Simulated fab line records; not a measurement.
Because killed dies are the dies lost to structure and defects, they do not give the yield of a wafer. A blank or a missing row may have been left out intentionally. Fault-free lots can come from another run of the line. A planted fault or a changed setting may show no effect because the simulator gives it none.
Chamber matching    flow n5-finfet    N5_HKMG_FIN_CMP_23 on cmp-01 has 4 sister chambers
The step polishes, stops on SiNx, t overpolish 10 s, target thk 46.326 nm. 4 wafers are shown with their chamber, then 8 later ones without.

== WAFERS, EACH WITH ITS CHAMBER ==
wafer   chamber  motor-current-A (A)
L081.4  2        12.3
L081.6  1        10.8
L085.6  3        12.8
L087.3  0        13.0

== WAFERS MISSING THEIR CHAMBER ==
wafer   motor-current-A (A)
L087.4  13.2
L087.5  13.3
L095.1  12.6
L095.3  13.2
L095.6  13.1
L097.1  12.6
L097.3  12.6
L097.6  13.1

== WHICH CHAMBER EACH WENT THROUGH ==
wafer   from the rows above           in truth
L087.4  can't be placed: 0 or 3       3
L087.5  can't be placed: 0 or 3       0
L095.1  can't be placed: 3 or 2 or 0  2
L095.3  can't be placed: 0 or 3       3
L095.6  can't be placed: 0 or 3       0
L097.1  can't be placed: 3 or 2 or 0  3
L097.3  can't be placed: 3 or 2 or 0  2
L097.6  can't be placed: 0 or 3       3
0 of 8 placed correctly. Not placeable from these rows: 8 (in 8, the candidates include the true chamber). 0 placed wrongly.
How it was worked out, from the rows above alone: a wafer's distance from a chamber is the root of the sum, over the readings, of the square of ((its reading less the chamber's mean) divided by the reading's scatter). The wafer belongs to the nearest chamber; if the next one is less than 2 further off, it can't be placed. Each chamber's mean is taken over the wafers shown for it. The scatter (one wafer shown for each chamber): square how far every hidden wafer sits from the nearest shown wafer, average those squares and take the square root.
